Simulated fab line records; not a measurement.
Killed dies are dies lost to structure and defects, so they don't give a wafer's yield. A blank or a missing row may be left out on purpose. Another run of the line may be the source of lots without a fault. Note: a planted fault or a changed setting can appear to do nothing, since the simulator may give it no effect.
Split-lot trial + flow n5_finfet + 7 lots, 21 wafers read, on a route of 1938 steps

## THE SPLIT
At N5_BEOL_M11_ETCH_66 (etches SOC in N2/H2, target depth 120 nm, overetch 24 nm, time 180 s), the setting time_s was moved away from the recipe's 180 s on 6 of the 21 wafers read, by -20.8% to +20.7%. The other wafers ran this setting at the recipe's value.

The reading is taken at the split's own step.

## THE READING
SiARC_of_BEOL_M11_COAT_64.thk_nm (the simulator's own value, which no gauge read), in nm, at N5_BEOL_M11_ETCH_66 (etches SOC in N2/H2, target depth 120 nm, overetch 24 nm, time 180 s). The file does not state a usual value for it. Across the 15 wafers here that went through the recipe, the average is 22.8 nm and the standard deviation 0.15 nm.

| wafer  | tool, chamber at the split | time_s as run, s | against the recipe | SiARC_of_BEOL_M11_COAT_64.thk_nm, nm | against lot-mates on the recipe |
|--------|----------------------------|------------------|--------------------|--------------------------------------|---------------------------------|
| L081.3 | rie_diel-03, 2,3           | 180              | recipe             | 22.6                                 | -                               |
| L081.4 | rie_diel-03, 2,3           | 180              | recipe             | 22.6                                 | -                               |
| L081.6 | rie_diel-03, 0             | 207.2            | +15.1%             | 21.4                                 | -1.2                            |
| L083.2 | rie_diel-06, 0             | 209.1            | +16.2%             | 21.8                                 | -0.9                            |
| L083.4 | rie_diel-06, 3             | 180              | recipe             | 22.6                                 | -                               |
| L083.6 | rie_diel-06, 1             | 180              | recipe             | 22.8                                 | -                               |
| L087.2 | rie_diel-06, 3             | 180              | recipe             | 22.6                                 | -                               |
| L087.5 | rie_diel-06, 2             | 217.3            | +20.7%             | 21.4                                 | -1.2                            |
| L087.6 | rie_diel-06, 1             | 217.3            | +20.7%             | 21.2                                 | -1.4                            |
| L088.1 | rie_diel-03, 2,1           | 180              | recipe             | 22.8                                 | -                               |
| L088.3 | rie_diel-03, 2,1           | 180              | recipe             | 22.8                                 | -                               |
| L088.5 | rie_diel-03, 3             | 180              | recipe             | 23                                   | -                               |
| L095.2 | rie_diel-01, 0             | 180              | recipe             | 23                                   | -                               |
| L095.3 | rie_diel-01, 2             | 207.6            | +15.3%             | 21.8                                 | -1.1                            |
| L095.4 | rie_diel-01, 1             | 180              | recipe             | 22.8                                 | -                               |
| L097.3 | rie_diel-01, 3,2           | 180              | recipe             | 22.8                                 | -                               |
| L097.5 | rie_diel-01, 3,2           | 180              | recipe             | 22.8                                 | -                               |
| L097.6 | rie_diel-01, 3             | 142.6            | -20.8%             | 24.2                                 | +1.4                            |
| L089.1 | rie_diel-06, 0,1           | 180              | recipe             | 23                                   | -                               |
| L089.5 | rie_diel-06, 0,1           | 180              | recipe             | 23                                   | -                               |
| L089.2 | rie_diel-06, 1             | 180              | recipe             | 22.8                                 | -                               |
The file does not say which wafer passed through which chamber wherever a row lists several chambers: such a row stands for several wafers.

FIT RESULTS
A straight line over all 21 wafers: SiARC_of_BEOL_M11_COAT_64.thk_nm changes by -0.0711 nm for each +1% of time_s; r = -0.97; the points scatter about the line by 0.16 nm.
The same after taking each lot's own level away (the mean of its wafers on the recipe; 21 wafers): -0.0658 nm for each +1%; r = -0.99; scatter 0.1 nm.
That fit puts the effect of the largest move of time_s on the reading at 1.4 nm.
The span of the lots' own levels, 22.60 to 22.93 nm, comes to 2.3 times the standard deviation stated above.
The two slopes agree, so the slope changes little with the lot-to-lot level.
Check: with one of the wafers moved furthest among these (-20.8%) left out of the fit, the line predicts +1.35 nm for it against its lot-mates. Against them it came out at +1.4 nm.

## FILE'S OWN FIT
SiARC_of_BEOL_M11_COAT_64.thk_nm changes by -0.0666 nm for each +1% of time_s, r = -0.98.
